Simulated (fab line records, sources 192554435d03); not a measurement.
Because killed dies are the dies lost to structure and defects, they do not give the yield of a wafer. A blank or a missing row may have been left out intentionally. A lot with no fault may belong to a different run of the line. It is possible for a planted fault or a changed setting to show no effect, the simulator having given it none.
fab line records ; flow n5-finfet
record lots=13; wafers=33; last-day=17
route steps=1938 shown TV_LITHO@1883 TV_OPEN@1889 PASSIVATION@1922 END@1938
lots untouched by any fault: they come from a run of this same line in which no faults occurred
start-h: hours from the record's first day to the start of the lot's first wafer shown ; wait-h: hours since the lot's step before ; " same as the row above ; L1.1+2: several wafers, shown together as one row ; - either no value or no given start ; * or withheld: withheld ; < > ~ a bound
route shown NAME@n: names a module that has steps shown in the file, with the first one's number in the route ; usual: mean and standard deviation over wafers with no fault ; same: alike in all rows ; chamber/n: place in a boat ; sites: the reading at each site ; _std_site: their standard deviation ; _edge_site: mean of outer sites minus mean of inner sites ; radius-mm: for every site, how far away it sits from the centre of the wafer ; mask NAME#n: copy n ; behind: the last tool/chamber to shape the wafer ; hold: why the lot was held/for how many hours/how that ended ; device: whichever transistor did not switch (one of n, p or np) ; end of line: at the end of the route, the tests of the same wafers ; a step given without rows: its recipe and nothing more ; killed: not the wafer's yield, but the dies lost to structure and defects at the first sort ; map: the dies of a wafer, with x for killed, . for not killed, _ for no die there
set.NAME: the setting that was run; set.NAME@STEP: the one run at that earlier step ; model.NAME: the simulator's own value behind a step, which no gauge read
the route's steps for a sample of lots (tables are steps, rows are wafers)
services: from which hour (start-h, from the record's first day; less than 0 if before it) a tool's chamber was out of use, for how many hours, and why
## steps
# step N5_PASSIVATION_CD_MEAS_10
# recipe target-cd-nm=3000; landing-energy-ev=500; detector=se-inlens
# usual cd-nm=2999.1/2.5
lot.wafer;tool;chamber;start-h;wait-h;cd-nm
L442.2;cd-sem-03;0;265.84;-;2996.8
L442.3;cd-sem-03;0;265.84;-;2999.4
L442.6;cd-sem-03;0;265.84;-;2997.3
L443.1;cd-sem-01;0;275.10;-;2999.9
L443.3;cd-sem-01;0;275.10;-;2999.1
L444.2;cd-sem-01;0;292.68;-;2993.9
L444.3;cd-sem-01;0;292.68;-;2997.7
L444.6;cd-sem-01;0;292.68;-;2998.9
L445.1;cd-sem-03;0;293.12;-;2999.5
L445.2;cd-sem-03;0;293.12;-;2996.2
L445.5;cd-sem-03;0;293.12;-;2997.6
L447.1;cd-sem-02;0;294.76;-;2999.2
L447.2;cd-sem-02;0;294.76;-;3000.3
L447.6;cd-sem-02;0;294.76;-;3001.0
L448.3;cd-sem-03;0;304.03;-;2996.7
L448.4;cd-sem-03;0;304.03;-;2997.5
L451.2;cd-sem-01;0;332.69;-;3001.6
L451.4;cd-sem-01;0;332.69;-;3001.8
L451.5;cd-sem-01;0;332.69;-;3001.2
L452.3;cd-sem-03;0;336.16;-;2995.5
L452.6;cd-sem-03;0;336.16;-;2998.8
L450.4;cd-sem-01;0;341.06;-;2998.0
L450.5;cd-sem-01;0;341.06;-;2996.3
L450.6;cd-sem-01;0;341.06;-;2997.3
L457.2;cd-sem-03;0;372.76;-;2997.3
L457.5;cd-sem-03;0;372.76;-;2997.6
L459.3;cd-sem-01;0;381.70;-;3001.8
L459.4;cd-sem-01;0;381.70;-;3003.8
L461.2;cd-sem-01;0;396.74;-;2998.8
L461.3;cd-sem-01;0;396.74;-;2998.0
L464.1;cd-sem-02;0;410.39;-;2998.9
L464.3;cd-sem-02;0;410.39;-;3000.8
L464.4;cd-sem-02;0;410.39;-;2999.4
# step N5_PASSIVATION_STRIP_14
# recipe chemistry=O2; power-w=600; temp-c=60; pressure-mtorr=30; rf-frequency-hz=6e+07; bias-power-w=0; overash-fraction=0.5; o2-flow-sccm=225
# usual drypump-motor-current-A=5.9/0.52; oes-product-au=0.79/0.081; rf-vpp-V=3.6/1; showerhead-plenum-p-Torr=2.09/0.064; throttle-valve-pct=16.69/0.3
# same overash-fraction=0.5
lot.wafer;tool;chamber;start-h;wait-h;drypump-motor-current-A;oes-product-au;rf-hours-counter-h;rf-vpp-V;showerhead-plenum-p-Torr;throttle-valve-pct
L442.2;rie-diel-04;2;266.40;0.1;6.5;0.72;166;2.8;1.99;16.96
L442.3;rie-diel-04;0;266.40;0.1;6.5;1.00;1;6.0;2.14;16.35
L442.6;rie-diel-04;2;266.40;0.1;6.5;0.71;-;3.8;1.99;16.99
L443.1;rie-diel-04;1;275.54;0.1;5.6;0.74;147;5.2;2.11;16.77
L443.3;rie-diel-04;3;275.54;0.1;5.4;0.91;15;3.7;2.13;16.06
L444.2;rie-diel-01;2;293.12;0.1;5.3;0.88;48;2.4;2.04;16.61
L444.3;rie-diel-01;3;293.12;0.1;5.3;0.81;82;4.3;2.13;16.89
L444.6;rie-diel-01;3;293.12;0.1;5.3;0.81;-;3.5;2.13;16.90
L445.1;rie-diel-01;2;293.60;0.1;5.4;0.88;48;3.1;2.04;16.60
L445.2;rie-diel-01;3;293.60;0.1;5.2;0.81;82;3.3;2.13;16.88
L445.5;rie-diel-01;2;293.60;0.1;5.4;0.87;-;3.3;2.04;16.60
L447.1;rie-diel-01;0;295.22;0.1;6.7;0.82;89;4.0;2.21;16.62
L447.2;rie-diel-01;2;295.22;0.1;5.3;0.87;48;3.4;2.04;16.62
L447.6;rie-diel-01;0;295.22;0.1;6.7;0.84;-;2.1;2.21;16.65
L448.3;rie-diel-04;0;304.57;0.1;6.5;0.93;12;4.5;2.13;16.45
L448.4;rie-diel-04;2;304.57;0.1;6.5;0.69;178;5.0;1.99;17.00
L451.2;rie-diel-05;2;333.13;0.1;5.2;0.72;215;3.9;2.07;16.55
L451.4;rie-diel-05;3;333.13;0.1;6.3;0.75;145;3.5;2.09;17.11
L451.5;rie-diel-05;3;333.13;0.1;6.3;0.76;-;2.3;2.09;17.04
L452.3;rie-diel-05;3;336.76;0.1;6.3;0.76;147;2.5;2.09;17.04
L452.6;rie-diel-05;3;336.76;0.1;6.3;0.77;-;5.3;2.09;17.05
L450.4;rie-diel-04;0;341.71;0.1;6.5;0.91;23;4.4;2.13;16.44
L450.5;rie-diel-04;1;341.71;0.1;5.6;0.73;-;2.9;2.10;16.79
L450.6;rie-diel-04;0;341.71;0.1;6.5;0.91;-;3.4;2.13;16.46
L457.2;rie-diel-05;3;373.20;0.1;6.3;0.74;159;3.9;2.09;17.11
L457.5;rie-diel-05;2;373.20;0.1;5.2;0.71;-;3.9;2.06;16.61
L459.3;rie-diel-01;2;382.49;0.1;5.3;0.83;73;2.6;2.03;16.66
L459.4;rie-diel-01;3;382.49;0.1;5.2;0.79;108;3.5;2.12;16.92
L461.2;rie-diel-04;1;397.25;0.1;5.5;0.70;186;1.9;2.10;16.82
L461.3;rie-diel-04;3;397.25;0.1;5.4;0.85;53;4.4;2.11;16.20
L464.1;rie-diel-04;1;410.83;0.1;5.6;0.71;190;3.4;2.10;16.84
L464.3;rie-diel-04;2;410.83;0.1;6.5;0.68;213;5.3;1.98;17.05
L464.4;rie-diel-04;0;410.83;0.1;6.5;0.89;45;3.4;2.12;16.48
# step N5_PASSIVATION_PEB_42
# recipe peb-temp-c=withheld; peb-time-s=*
lot.wafer;tool;chamber;start-h;wait-h
L442.2+3+6;litho-track-02;0;269.08;0.0
L443.1+3;litho-track-05;0;278.85;0.1
L444.2+3+6;litho-track-02;0;296.08;0.0
L445.1+2+5;litho-track-01;0;297.46;0.1
L447.1+2+6;litho-track-05;0;298.86;0.1
L448.3+4;litho-track-01;0;307.06;0.0
L451.2+4+5;litho-track-02;0;336.36;0.0
L452.3+6;litho-track-01;0;340.69;0.0
L450.4+5+6;litho-track-01;0;345.22;0.0
L457.2+5;litho-track-02;0;376.09;0.0
L459.3+4;litho-track-02;0;385.41;0.0
L461.2+3;litho-track-02;0;400.57;0.0
L464.1+3+4;litho-track-05;0;414.37;0.1
# step N5_PASSIVATION_CD_MEAS_44
# recipe target-cd-nm=40000; landing-energy-ev=500; detector=se-inlens
# usual cd-nm=40001/3
lot.wafer;tool;chamber;start-h;wait-h;cd-nm
L442.2;cd-sem-03;0;269.20;-;39998
L442.3;cd-sem-03;0;269.20;-;40002
L442.6;cd-sem-03;0;269.20;-;40005
L443.1;cd-sem-01;0;278.97;-;39999
L443.3;cd-sem-01;0;278.97;-;40003
L444.2;cd-sem-01;0;296.20;-;40004
L444.3;cd-sem-01;0;296.20;-;39998
L444.6;cd-sem-01;0;296.20;-;39992
L445.1;cd-sem-01;0;297.58;-;40002
L445.2;cd-sem-01;0;297.58;-;39999
L445.5;cd-sem-01;0;297.58;-;39999
L447.1;cd-sem-02;0;298.98;-;39994
L447.2;cd-sem-02;0;298.98;-;39998
L447.6;cd-sem-02;0;298.98;-;39998
L448.3;cd-sem-01;0;307.18;-;40000
L448.4;cd-sem-01;0;307.18;-;39999
L451.2;cd-sem-03;0;336.48;-;40008
L451.4;cd-sem-03;0;336.48;-;40008
L451.5;cd-sem-03;0;336.48;-;40000
L452.3;cd-sem-02;0;340.82;-;40004
L452.6;cd-sem-02;0;340.82;-;40004
L450.4;cd-sem-01;0;345.34;-;40004
L450.5;cd-sem-01;0;345.34;-;40004
L450.6;cd-sem-01;0;345.34;-;40007
L457.2;cd-sem-01;0;376.21;-;40014
L457.5;cd-sem-01;0;376.21;-;40000
L459.3;cd-sem-02;0;385.53;-;40001
L459.4;cd-sem-02;0;385.53;-;40017
L461.2;cd-sem-02;0;400.69;-;40021
L461.3;cd-sem-02;0;400.69;-;40006
L464.1;cd-sem-01;0;414.49;-;40001
L464.3;cd-sem-01;0;414.49;-;39998
L464.4;cd-sem-01;0;414.49;-;40003
# step N5_PASSIVATION_PROBE_49
# usual defect-limited-yield=91.2/1.5; killed_at_M0_to_M3=36/10; killed_at_M4_up=13/6; killed-at-contacts=11/5.2; killed-at-front-end=40/11; killed-at-other=3.1/2.9; killed-dies=104/17; killed-open=66/12; killed-short=34/7.7; sort_bin_5_function=5.1/0.91; sort_bin_6_memory=3.2/0.67; sort-n-pass=1076/17; sort-yield-pct=91.2/1.5
# same gross-dies=1180; killed-at-back-side=0; sort_bin_4_leakage[%]=0; sort_bin_8_speed[%]=0
lot.wafer;tool;chamber;start-h;wait-h;defect-limited-yield[%];killed_at_M0_to_M3;killed_at_M4_up;killed-at-contacts;killed-at-front-end;killed-at-other;killed-dies;killed-open;killed-short;sort_bin_5_function[%];sort_bin_6_memory[%];sort-n-pass;sort-yield-pct[%]
L452.3;prober-02;-;344.61;0.1;90.7;32;14;25;37;2;110;71;36;6.0;3.1;1070;90.7
L452.6;prober-02;-;344.76;0.3;92.8;28;10;13;32;2;85;50;33;4.9;2.0;1095;92.8
L461.3;prober-01;-;403.97;0.1;90.3;35;7;14;55;3;114;60;39;5.3;2.9;1066;90.3
# killed by level:class
L452.3 MOL_CONTACT_COAG:geometric-particle:open=15 BEOL_M0_SAQP:geometric-particle:short=10 FIN_SAQP:geometric-particle:open=9 MOL_CONTACT_COAG:geometric-particle:short=9 FIN_SAQP:geometric-particle:short=7 BEOL_M0_SAQP:geometric-particle:open=7 BEOL_M3:geometric-particle:open=6 BEOL_M2:geometric-particle:open=5
L452.6 BEOL_M0_SAQP:geometric-particle:short=9 STI_FIN_REVEAL:geometric-particle:open=8 MOL_CONTACT_COAG:geometric-particle:open=8 BEOL_M4:geometric-particle:open=8 BEOL_M1:geometric-particle:open=6 STARTING-WAFER:geometric-particle:short=5 MOL_CONTACT_COAG:geometric-particle:short=4 BEOL_M0_SAQP:geometric-particle:open=4
L461.3 FIN_SAQP:geometric-particle:short=14 BEOL_M0_SAQP:geometric-particle:open=13 HKMG_FIN:area-etch=12 FIN_SAQP:geometric-particle:open=9 MOL_CONTACT_COAG:geometric-particle:open=9 MOL_CONTACT_COAG:geometric-particle:short=5 BEOL_M2:geometric-particle:open=4 BEOL_M0_SAQP:geometric-particle:short=4
# step N5_PASSIVATION_INSPECT_57
# recipe inspect-instrument=macro; mode=outgoing
# usual raw-defect-count=2.1/1.4
lot.wafer;tool;chamber;start-h;wait-h;raw-defect-count
L442.2;defect-inspect-02;-;272.93;0.0;2
L442.3;defect-inspect-02;-;272.93;0.0;8
L442.6;defect-inspect-02;-;272.93;0.0;2
L443.1;defect-inspect-01;-;282.45;0.0;1
L443.3;defect-inspect-01;-;282.45;0.0;1
L444.2;defect-inspect-02;-;299.82;0.0;3
L444.3;defect-inspect-02;-;299.82;0.0;3
L444.6;defect-inspect-02;-;299.82;0.0;2
L445.1;defect-inspect-01;-;301.37;0.0;1
L445.2;defect-inspect-01;-;301.37;0.0;3
L445.5;defect-inspect-01;-;301.37;0.0;2
L447.1;defect-inspect-02;-;302.91;0.0;4
L447.2;defect-inspect-02;-;302.91;0.0;2
L447.6;defect-inspect-02;-;302.91;0.0;2
L448.3;defect-inspect-02;-;311.00;0.0;2
L448.4;defect-inspect-02;-;311.00;0.0;2
L451.2;defect-inspect-02;-;340.30;0.0;1
L451.4;defect-inspect-02;-;340.30;0.0;3
L451.5;defect-inspect-02;-;340.30;0.0;1
L452.3;defect-inspect-02;-;344.87;0.0;1
L452.6;defect-inspect-02;-;344.87;0.0;3
L450.4;defect-inspect-01;-;349.03;0.0;1
L450.5;defect-inspect-01;-;349.03;0.0;4
L450.6;defect-inspect-01;-;349.03;0.0;1
L457.2;defect-inspect-01;-;380.51;0.0;1
L457.5;defect-inspect-01;-;380.51;0.0;3
L459.3;defect-inspect-02;-;389.03;0.0;5
L459.4;defect-inspect-02;-;389.03;0.0;3
L461.2;defect-inspect-02;-;404.22;0.0;1
L461.3;defect-inspect-02;-;404.22;0.0;4
L464.1;defect-inspect-01;-;418.16;0.0;4
L464.3;defect-inspect-01;-;418.16;0.0;1
L464.4;defect-inspect-01;-;418.16;0.0;1
## services
tool;chamber;start-h;hours;kind
litho-track-01;-;285.79;-;consumable-replace:filter
rie-diel-01;1;286.80;6.7;repair
rie-diel-05;0;300.39;21.1;repair
rie-diel-05;2;303.66;4.9;repair
litho-track-05;-;315.18;-;consumable-replace:filter
rie-diel-05;0;334.70;17.2;repair
rie-diel-01;3;375.65;2.5;repair
rie-diel-05;3;396.61;3.4;repair
## key
first-sign step=N5_PASSIVATION_CD_MEAS_44; reading=cd-nm; direction=up; sigmas=4; usual=40001; struck=40017
effect none on later readings
met-at N5_PASSIVATION_PEB_42
struck-lots L457,L459,L461
struck-wafers L457.2,L459.4,L461.2
baseline-loss step=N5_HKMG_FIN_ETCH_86; wafers=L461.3
not-acting-at N5_PASSIVATION_CD_MEAS_10,N5_PASSIVATION_STRIP_14,N5_PASSIVATION_INSPECT_57
onset-between 336.36 376.09
fault kind=process-parameter-drift; tool=litho-track-02; chamber=-; onset-h=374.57; steps=N5_PASSIVATION_PEB_42; channel=peb-time-s; offset=*; shape=step; end-h=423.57; scope=struck-wafers-only; acts-in=*; stated=*
# baseline-loss: these wafers lose ten dies or more at that step, a loss of the line's own and not of a fault; the sort's usual values leave them out
